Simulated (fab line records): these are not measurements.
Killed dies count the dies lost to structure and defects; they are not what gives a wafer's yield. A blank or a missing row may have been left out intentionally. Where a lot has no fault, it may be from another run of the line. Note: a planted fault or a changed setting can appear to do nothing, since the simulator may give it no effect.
fab line records | flow nandHarc
record lots=12 | wafers=36 | lastDay=34
route steps=1302 shown P_BONDPAD@374 A_ZERO_WELL@404 A_SOURCE_PLATE@415 END@1302
lots that met no fault: from a run of the same line without faults
startH: hours from the record's first day to the start of the lot's first wafer shown | waitH: how many hours have passed since the lot's step before this one | " unchanged from the row above | L1.1+2: a row that stands for several wafers | - no value, or no start was given | * or withheld: withheld | < > ~ a bound
route shown NAME@n: names a module that has steps shown in the file, with the first one's number in the route | usual: mean/standard deviation of fault-free wafers | same: alike in all rows | chamber/n: place in a boat | sites: readings site by site | _std_site: the values' standard deviation | _edge_site: outer sites' mean less inner sites' | radiusMm: how far each site lies from the wafer's centre | mask NAME#n: copy n | behind: the last tool/chamber to shape the wafer | hold: reason for holding the lot/hours on hold/outcome of the hold | device: transistor that didn't switch, given as n, p or np | end of line: at the end of the route, the tests of the same wafers | where a step has no rows: the recipe by itself | killed: the dies lost at the first sort to structure and to defects; this is not the yield of the wafer | map: a wafer's dies, x killed, . not, _ none there
set.NAME: the setting as run; set.NAME@STEP: as run at that earlier step | model.NAME: the simulator's own value behind a step, which no gauge read
a sample of lots followed through the steps of the route, with each step as a table and each wafer as a row
services: from which hour (startH, from the record's first day; less than 0 if before it) a tool's chamber was out of use, for how many hours, and why
## steps
# step NHARC_P_BONDPAD_DEGAS_25
# recipe tempC=300 | timeS=60
# usual heaterPowerW=473/53
lot.wafer | tool          | chamber | startH | waitH | heaterPowerW
L919.1    | pvdSputter-01 | -       | 143.30 | -     | 358
L919.4    | "             | -       | "      | "     | 449
L919.6    | "             | -       | "      | "     | 363
L920.3    | pvdSputter-01 | -       | 146.03 | -     | 360
L920.5    | "             | -       | "      | "     | 448
L920.6    | "             | -       | "      | "     | 483
L923.4    | pvdSputter-02 | -       | 172.35 | -     | 430
L923.5    | "             | -       | "      | "     | 421
L923.6    | "             | -       | "      | "     | 496
L925.1    | pvdSputter-01 | -       | 199.19 | -     | 449
L925.3    | "             | -       | "      | "     | 443
L925.5    | "             | -       | "      | "     | 361
L926.2    | pvdSputter-03 | -       | 207.24 | -     | 575
L926.1    | "             | -       | "      | "     | 489
L926.3    | "             | -       | "      | "     | 472
L927.1    | pvdSputter-03 | -       | 218.34 | -     | 484
L927.3    | "             | -       | "      | "     | 487
L927.5    | "             | -       | "      | "     | 564
L928.2    | pvdSputter-01 | -       | 236.38 | -     | 381
L928.5    | "             | -       | "      | "     | 511
L928.6    | "             | -       | "      | "     | 363
L929.4    | pvdSputter-03 | -       | 242.24 | -     | 495
L929.3    | "             | -       | "      | "     | 530
L929.5    | "             | -       | "      | "     | 565
L931.2    | pvdSputter-01 | -       | 252.53 | -     | 469
L931.5    | "             | -       | "      | "     | 370
L931.6    | "             | -       | "      | "     | 466
L939.1    | pvdSputter-01 | -       | 342.20 | -     | 460
L939.3    | "             | -       | "      | "     | 500
L939.5    | "             | -       | "      | "     | 470
L941.3    | pvdSputter-01 | -       | 353.73 | -     | 513
L941.1    | "             | -       | "      | "     | 386
L941.4    | "             | -       | "      | "     | 462
L942.2    | pvdSputter-01 | -       | 372.77 | -     | 484
L942.5    | "             | -       | "      | "     | 465
L942.6    | "             | -       | "      | "     | 468
# step NHARC_P_BONDPAD_PVD_27
# recipe targetThkA=300 | chamberPressurePa=5 | powerW=5000 | substrateTempC=30 | timeS=20.49 | material=Cu
# usual throttleValvePct=30.2/0.92
lot.wafer | tool          | chamber | startH | waitH | throttleValvePct
L919.4    | pvdSputter-01 | -       | -      | -     | 30.1
L919.1    | "             | -       | "      | "     | 30.2
L919.6    | "             | -       | "      | "     | 30.9
L920.3    | pvdSputter-01 | -       | -      | -     | 30.2
L920.5    | "             | -       | "      | "     | 30.1
L920.6    | "             | -       | "      | "     | 30.2
L923.4    | pvdSputter-02 | -       | -      | -     | 32.3
L923.6    | "             | -       | "      | "     | 29.6
L923.5    | "             | -       | "      | "     | 29.3
L925.1    | pvdSputter-01 | -       | -      | -     | 30.1
L925.3    | "             | -       | "      | "     | 28.6
L925.5    | "             | -       | "      | "     | 29.8
L926.1    | pvdSputter-03 | -       | -      | -     | 29.4
L926.2    | "             | -       | "      | "     | 31.4
L926.3    | "             | -       | "      | "     | 31.3
L927.1    | pvdSputter-03 | -       | -      | -     | 29.4
L927.3    | "             | -       | "      | "     | 31.1
L927.5    | "             | -       | "      | "     | 30.9
L928.2    | pvdSputter-01 | -       | -      | -     | 29.7
L928.6    | "             | -       | "      | "     | 29.4
L928.5    | "             | -       | "      | "     | 29.4
L929.4    | pvdSputter-03 | -       | -      | -     | 30.8
L929.3    | "             | -       | "      | "     | 29.4
L929.5    | "             | -       | "      | "     | 30.8
L931.2    | pvdSputter-01 | -       | -      | -     | 29.3
L931.6    | "             | -       | "      | "     | 30.8
L931.5    | "             | -       | "      | "     | 29.4
L939.1    | pvdSputter-01 | -       | -      | -     | 29.3
L939.3    | "             | -       | "      | "     | 29.4
L939.5    | "             | -       | "      | "     | 30.9
L941.3    | pvdSputter-01 | -       | -      | -     | 29.5
L941.4    | "             | -       | "      | "     | 29.2
L941.1    | "             | -       | "      | "     | 30.7
L942.2    | pvdSputter-01 | -       | -      | -     | 29.5
L942.6    | "             | -       | "      | "     | 29.2
L942.5    | "             | -       | "      | "     | 30.7
# step NHARC_A_ZERO_WELL_ETCH_19
# recipe targetDepthA=800 | overetchA=240 | timeS=87.88 | ionEnergyEv=200 | n2FlowSccm=150 | h2FlowSccm=150 | arFlowSccm=0 | rfW=400 | biasW=150 | chemistry=N2/H2
# usual drypumpMotorCurrentA=5.5/0.48 | oesProductAu=1.000/0.015 | rfVppV=430.1/2.4 | showerheadPlenumPTorr=2.03/0.086 | throttleValvePct=14.173/0.009
lot.wafer | tool       | chamber | startH | waitH | drypumpMotorCurrentA | oesProductAu | rfHoursCounterH | rfVppV | showerheadPlenumPTorr | throttleValvePct
L919.4    | rieDiel-07 | 3       | 146.49 | 0.1   | 6.0                  | 0.992        | 3               | 432.6  | 2.13                  | 14.179
L919.1    | "          | 1       | "      | "     | 5.7                  | 0.991        | 2               | 434.3  | 2.19                  | 14.164
L919.6    | "          | 3       | "      | "     | 6.0                  | 1.009        | -               | 432.3  | 2.13                  | 14.183
L920.3    | rieDiel-06 | 0       | 149.22 | 0.1   | 5.4                  | 1.001        | 0               | 431.2  | 2.10                  | 14.181
L920.5    | "          | 1       | "      | "     | 4.7                  | 1.018        | -               | 428.2  | 1.93                  | 14.178
L920.6    | "          | 2       | "      | "     | 5.7                  | 0.986        | -               | 427.5  | 1.94                  | 14.173
L923.4    | rieDiel-06 | 2       | 175.51 | 0.1   | 5.7                  | 0.973        | 1               | 428.9  | 1.94                  | 14.173
L923.5    | "          | 3       | "      | "     | 6.2                  | 0.996        | -               | 429.3  | 2.05                  | 14.177
L923.6    | "          | 0       | "      | "     | 5.4                  | 1.016        | -               | 431.4  | 2.10                  | 14.164
L925.1    | rieDiel-06 | 0       | 202.22 | 0.1   | 5.4                  | 1.017        | 2               | 432.7  | 2.10                  | 14.172
L925.3    | "          | 1       | "      | "     | 4.7                  | 1.023        | 2               | 428.0  | 1.93                  | 14.169
L925.5    | "          | 2       | "      | "     | 5.7                  | 0.977        | -               | 429.2  | 1.94                  | 14.173
L926.2    | rieDiel-07 | 2       | 210.44 | 0.1   | 5.5                  | 0.992        | 14              | 429.6  | 2.04                  | 14.171
L926.1    | "          | 3       | "      | "     | 6.0                  | 1.007        | 16              | 433.4  | 2.12                  | 14.172
L926.3    | "          | 0       | "      | "     | 4.7                  | 0.986        | 15              | 430.9  | 2.06                  | 14.188
L927.1    | rieDiel-06 | 0       | 221.40 | 0.1   | 5.4                  | 1.011        | 2               | 430.9  | 2.10                  | 14.177
L927.3    | "          | 3       | "      | "     | 6.1                  | 0.969        | 2               | 429.9  | 2.05                  | 14.169
L927.5    | "          | 0       | "      | "     | 5.4                  | 1.005        | -               | 431.7  | 2.10                  | 14.184
L928.2    | rieDiel-07 | 0       | 239.58 | 0.1   | 4.8                  | 1.000        | 19              | 430.0  | 2.06                  | 14.173
L928.5    | "          | 1       | "      | "     | 5.7                  | 0.984        | -               | 433.3  | 2.19                  | 14.182
L928.6    | "          | 2       | "      | "     | 5.5                  | 0.995        | -               | 429.4  | 2.04                  | 14.161
L929.3    | rieDiel-06 | 3       | 245.30 | 0.1   | 6.2                  | 0.985        | 3               | 430.2  | 2.05                  | 14.175
L929.4    | "          | 1       | "      | "     | 4.8                  | 1.029        | 3               | 426.8  | 1.93                  | 14.159
L929.5    | "          | 0       | "      | "     | 5.4                  | 1.011        | -               | 433.0  | 2.10                  | 14.169
L931.2    | rieDiel-06 | 0       | 255.60 | 0.1   | 5.4                  | 1.009        | 4               | 431.8  | 2.10                  | 14.175
L931.5    | "          | 2       | "      | "     | 5.7                  | 0.979        | -               | 426.9  | 1.94                  | 14.186
L931.6    | "          | 3       | "      | "     | 6.2                  | 0.985        | -               | 430.5  | 2.05                  | 14.164
L939.1    | rieDiel-04 | 1       | 345.42 | 0.1   | 6.0                  | 1.003        | 57              | 434.5  | 2.20                  | 14.162
L939.3    | "          | 0       | "      | "     | 5.5                  | 0.986        | 58              | 425.0  | 1.88                  | 14.170
L939.5    | "          | 1       | "      | "     | 6.0                  | 0.996        | -               | 436.7  | 2.20                  | 14.191
L941.4    | rieDiel-06 | 0       | 356.99 | 0.1   | 5.4                  | 0.993        | 2               | 433.1  | 2.10                  | 14.172
L941.3    | "          | 1       | "      | "     | 4.7                  | 1.012        | 2               | 428.2  | 1.93                  | 14.172
L941.1    | "          | 3       | "      | "     | 6.1                  | 1.000        | 1               | 430.8  | 2.05                  | 14.167
L942.2    | rieDiel-07 | 3       | 375.85 | 0.1   | 6.0                  | 1.004        | 12              | 431.2  | 2.11                  | 14.167
L942.6    | "          | 2       | "      | "     | 5.5                  | 1.006        | -               | 430.1  | 2.03                  | 14.164
L942.5    | "          | 3       | "      | "     | 6.0                  | 1.004        | -               | 433.0  | 2.11                  | 14.167
# step NHARC_A_SOURCE_PLATE_OXIDE_02
# recipe targetThkA=100 | tempC=900 | oxTimeS=1362 | material=SiO2
# usual oxTempC=899.9/0.37 | oxTimeS=1362/0 | spikeTcCentreC=900.5/1.2 | spikeTcTopC=910.5/1.3 | zonePowerBottomPct=27/3.9 | zonePowerLowerPct=17.6/2.5
lot.wafer | tool       | chamber | startH | waitH | oxTempC | oxTimeS | spikeTcCentreC | spikeTcTopC | zonePowerBottomPct | zonePowerLowerPct
L919.1    | furnace-01 | 0       | 150.51 | -     | 899.9   | 1362    | 898.8          | 911.3       | 33                 | 18.9
L919.4    | "          | 0       | "      | "     | 899.6   | 1362    | 900.6          | 911.4       | 33                 | 19.2
L919.6    | "          | 0       | "      | "     | 899.9   | 1362    | 900.7          | 912.0       | 33                 | 18.5
L920.3    | furnace-05 | 0       | 154.35 | -     | 900.0   | 1362    | 899.6          | 909.7       | 25                 | 22.2
L920.5    | "          | 0       | "      | "     | 899.6   | 1362    | 900.3          | 909.4       | 25                 | 22.4
L920.6    | "          | 0       | "      | "     | 900.3   | 1362    | 899.6          | 909.3       | 25                 | 22.0
L923.4    | furnace-03 | 0       | 179.96 | -     | 899.5   | 1362    | 901.5          | 908.9       | 25                 | 15.7
L923.5    | "          | 0       | "      | "     | 899.8   | 1362    | 902.6          | 910.8       | 25                 | 15.4
L923.6    | "          | 0       | "      | "     | 899.5   | 1362    | 899.5          | 911.4       | 24                 | 15.6
L925.1    | furnace-03 | 0       | 208.30 | -     | 899.9   | 1362    | 900.7          | 909.5       | 24                 | 15.5
L925.3    | "          | 0       | "      | "     | 899.8   | 1362    | 902.1          | 910.5       | 25                 | 15.6
L925.5    | "          | 0       | "      | "     | 900.1   | 1362    | 899.7          | 910.6       | 24                 | 15.4
L926.1    | furnace-03 | 0       | 216.64 | -     | 899.8   | 1362    | 899.9          | 910.5       | 24                 | 15.2
L926.2    | "          | 0       | "      | "     | 899.6   | 1362    | 902.3          | 910.7       | 24                 | 15.3
L926.3    | "          | 0       | "      | "     | 900.3   | 1362    | 900.4          | 910.3       | 24                 | 15.6
L927.1    | furnace-03 | 0       | 226.05 | -     | 899.9   | 1362    | 900.8          | 909.9       | 24                 | 15.4
L927.3    | "          | 0       | "      | "     | 899.5   | 1362    | 900.9          | 911.2       | 25                 | 15.8
L927.5    | "          | 0       | "      | "     | 900.1   | 1362    | 899.4          | 911.3       | 24                 | 15.5
L928.2    | furnace-03 | 0       | 244.12 | -     | 899.7   | 1362    | 901.5          | 911.0       | 25                 | 15.7
L928.5    | "          | 0       | "      | "     | 899.3   | 1362    | 902.1          | 911.5       | 24                 | 15.7
L928.6    | "          | 0       | "      | "     | 899.4   | 1362    | 901.2          | 913.2       | 25                 | 15.5
L929.3    | furnace-01 | 0       | 251.68 | -     | 900.5   | 1362    | 901.0          | 910.4       | 34                 | 19.0
L929.4    | "          | 0       | "      | "     | 900.2   | 1362    | 900.0          | 914.0       | 34                 | 19.0
L929.5    | "          | 0       | "      | "     | 900.2   | 1362    | 900.9          | 911.6       | 34                 | 18.6
L929.3    | furnace-05 | 0       | 258.50 | 3.1   | 899.4   | 1362    | 900.0          | 909.5       | 25                 | 22.3
L929.4    | "          | 0       | "      | "     | 900.0   | 1362    | 898.8          | 911.1       | 25                 | 22.1
L929.5    | "          | 0       | "      | "     | 900.0   | 1362    | 900.2          | 909.4       | 25                 | 22.3
L931.2    | furnace-03 | -       | 260.07 | -     | -       | -       | -              | -           | -                  | -
L931.5    | "          | -       | "      | "     | -       | -       | -              | -           | -                  | -
L931.6    | "          | -       | "      | "     | -       | -       | -              | -           | -                  | -
L931.2    | furnace-03 | 0       | 264.02 | 0.3   | 899.7   | 1362    | 900.4          | 910.2       | 24                 | 15.4
L931.5    | "          | 0       | "      | "     | 899.4   | 1362    | 899.6          | 910.4       | 24                 | 15.5
L931.6    | "          | 0       | "      | "     | 899.8   | 1362    | 902.1          | 910.3       | 24                 | 15.4
L939.1    | furnace-05 | 0       | 349.77 | -     | 899.8   | 1362    | 900.1          | 907.0       | 25                 | 22.1
L939.3    | "          | 0       | "      | "     | 899.6   | 1362    | 900.2          | 908.8       | 26                 | 21.9
L939.5    | "          | 0       | "      | "     | 900.1   | 1362    | 899.9          | 908.0       | 25                 | 22.4
L941.1    | furnace-03 | 0       | 361.45 | -     | 899.4   | 1362    | 901.9          | 910.0       | 24                 | 15.6
L941.3    | "          | 0       | "      | "     | 899.3   | 1362    | 900.4          | 908.9       | 25                 | 15.4
L941.4    | "          | 0       | "      | "     | 899.4   | 1362    | 902.3          | 909.2       | 24                 | 15.8
L942.2    | furnace-03 | 0       | 379.82 | -     | 899.5   | 1362    | 901.7          | 911.1       | 24                 | 15.5
L942.5    | "          | 0       | "      | "     | 900.7   | 1362    | 900.8          | 910.8       | 25                 | 15.3
L942.6    | "          | 0       | "      | "     | 899.9   | 1362    | 901.0          | 908.9       | 25                 | 15.6
# step NHARC_A_SOURCE_PLATE_THK_MEAS_09
# recipe thkMeasGauge=ellipsometry
# usual thkNm=9.6/1.1
lot.wafer | tool         | chamber | startH | waitH | thkNm
L919.1    | filmMetro-01 | -       | 154.60 | 0.4   | 8.5
L919.4    | "            | -       | "      | "     | 10.4
L919.6    | "            | -       | "      | "     | 11.0
L920.3    | filmMetro-02 | -       | 158.45 | 0.4   | 11.0
L920.5    | "            | -       | "      | "     | 10.6
L920.6    | "            | -       | "      | "     | 10.2
L923.4    | filmMetro-01 | -       | 184.01 | 0.4   | 8.9
L923.5    | "            | -       | "      | "     | 10.2
L923.6    | "            | -       | "      | "     | 10.9
L925.1    | filmMetro-02 | -       | 212.34 | 0.4   | 11.6
L925.3    | "            | -       | "      | "     | 9.5
L925.5    | "            | -       | "      | "     | 8.9
L926.1    | filmMetro-02 | -       | 220.66 | 0.4   | 8.2
L926.2    | "            | -       | "      | "     | 10.0
L926.3    | "            | -       | "      | "     | 9.1
L927.1    | filmMetro-02 | -       | 230.10 | 0.4   | 9.0
L927.3    | "            | -       | "      | "     | 9.8
L927.5    | "            | -       | "      | "     | 10.5
L928.2    | filmMetro-01 | -       | 248.14 | 0.4   | 9.6
L928.5    | "            | -       | "      | "     | 9.6
L928.6    | "            | -       | "      | "     | 11.5
L929.3    | filmMetro-01 | -       | 262.88 | 0.7   | 16.7
L929.4    | "            | -       | "      | "     | 15.5
L929.5    | "            | -       | "      | "     | 16.5
L931.2    | filmMetro-02 | -       | 268.41 | 0.7   | 15.6
L931.5    | "            | -       | "      | "     | 15.9
L931.6    | "            | -       | "      | "     | 15.1
L939.1    | filmMetro-02 | -       | 353.84 | 0.4   | 10.0
L939.3    | "            | -       | "      | "     | 8.2
L939.5    | "            | -       | "      | "     | 10.1
L941.1    | filmMetro-02 | -       | 365.48 | 0.4   | 8.5
L941.3    | "            | -       | "      | "     | 8.6
L941.4    | "            | -       | "      | "     | 9.1
L942.2    | filmMetro-01 | -       | 383.85 | 0.4   | 9.4
L942.5    | "            | -       | "      | "     | 10.1
L942.6    | "            | -       | "      | "     | 10.0
# step NHARC_END_SORT_01
# recipe tempC=25
# usual killedAtArray=55/19 | killedAtOther=0.9/1.4 | killedAtPeriphery=3.8/2.9 | killedDies=60/19 | killedOpen=3.3/1.8 | killedShort=2.6/1.6
# same grossDies=677
lot.wafer | tool      | chamber | startH | waitH | killedAtArray | killedAtOther | killedAtPeriphery | killedDies | killedOpen | killedShort
L929.3    | prober-01 | 0       | 689.01 | 3.1   | 49            | 0             | 1                 | 50         | 1          | 3
# killed by level:class
L929.3 A_SLIT:chamberFilmFlake=35 A_CHANNEL_HOLE_D1:chamberFilmFlake=6 A_STAIRCASE:chamberFilmFlake=2 P_M0:geometricParticle:open=1 A_CHANNEL_FILL_D1:geometricParticle:short=1 A_DECK1_JOINT:geometricParticle:short=1 A_WL_FILL:geometricParticle:short=1 A_WL_FILL:chamberFilmFlake=1
## services
tool          | chamber | startH | hours | kind
rieDiel-06    | 3       | 128.22 | 14.4  | repair
rieDiel-06    | -       | 130.20 | 9.0   | pm
pvdSputter-01 | -       | 132.29 | 1.2   | repair
pvdSputter-03 | -       | 141.66 | 11.8  | repair
pvdSputter-01 | -       | 166.44 | 7.9   | repair
rieDiel-07    | 1       | 169.77 | 3.3   | repair
pvdSputter-03 | -       | 170.00 | 10.0  | pm
pvdSputter-02 | -       | 195.39 | 2.0   | repair
rieDiel-07    | 1       | 202.78 | 13.0  | repair
furnace-01    | -       | 209.26 | 26.0  | pm
pvdSputter-02 | -       | 217.84 | 1.8   | repair
rieDiel-06    | 1       | 218.83 | 15.4  | repair
pvdSputter-02 | -       | 220.78 | 1.4   | repair
pvdSputter-01 | -       | 226.04 | 10.0  | pm
rieDiel-07    | 0       | 245.00 | 2.0   | repair
pvdSputter-03 | -       | 250.41 | 9.1   | repair
rieDiel-06    | 2       | 260.02 | 7.1   | repair
rieDiel-06    | 2       | 280.75 | 4.4   | repair
rieDiel-07    | -       | 295.20 | 9.0   | pm
furnace-03    | -       | 296.77 | 26.0  | pm
rieDiel-06    | -       | 307.20 | 9.0   | pm
furnace-05    | -       | 342.62 | 4.1   | repair
pvdSputter-03 | -       | 348.00 | 10.0  | pm
rieDiel-07    | 1       | 348.03 | 10.8  | repair
## key
firstSign step=NHARC_A_SOURCE_PLATE_OXIDE_02 | reading=visit | direction=added
effect step=NHARC_A_SOURCE_PLATE_OXIDE_02 | reading=toolRecord | direction=missing
effect step=NHARC_A_SOURCE_PLATE_THK_MEAS_09 | reading=thkNm | direction=up | sigmas=5.9 | usual=9.6 | struck=15.9
metAt NHARC_A_SOURCE_PLATE_OXIDE_02
struckLots L929,L931
testerLeftOut L929,L931
notActingAt NHARC_P_BONDPAD_DEGAS_25,NHARC_P_BONDPAD_PVD_27,NHARC_A_ZERO_WELL_ETCH_19
fault kind=repeatedStepWhole | tool=furnace-01,furnace-03,furnace-05 | chamber=- | onsetH=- | steps=NHARC_A_SOURCE_PLATE_OXIDE_02 | times=1 | scope=struckLotsOnly
# testerLeftOut: of these lots the tester's yield and bins aren't shown, on N5 and GAA mostly nor the transistor test; their killed dies are dies lost to structure and defects alone, not to doping, threshold or leakage, so they don't give the yield
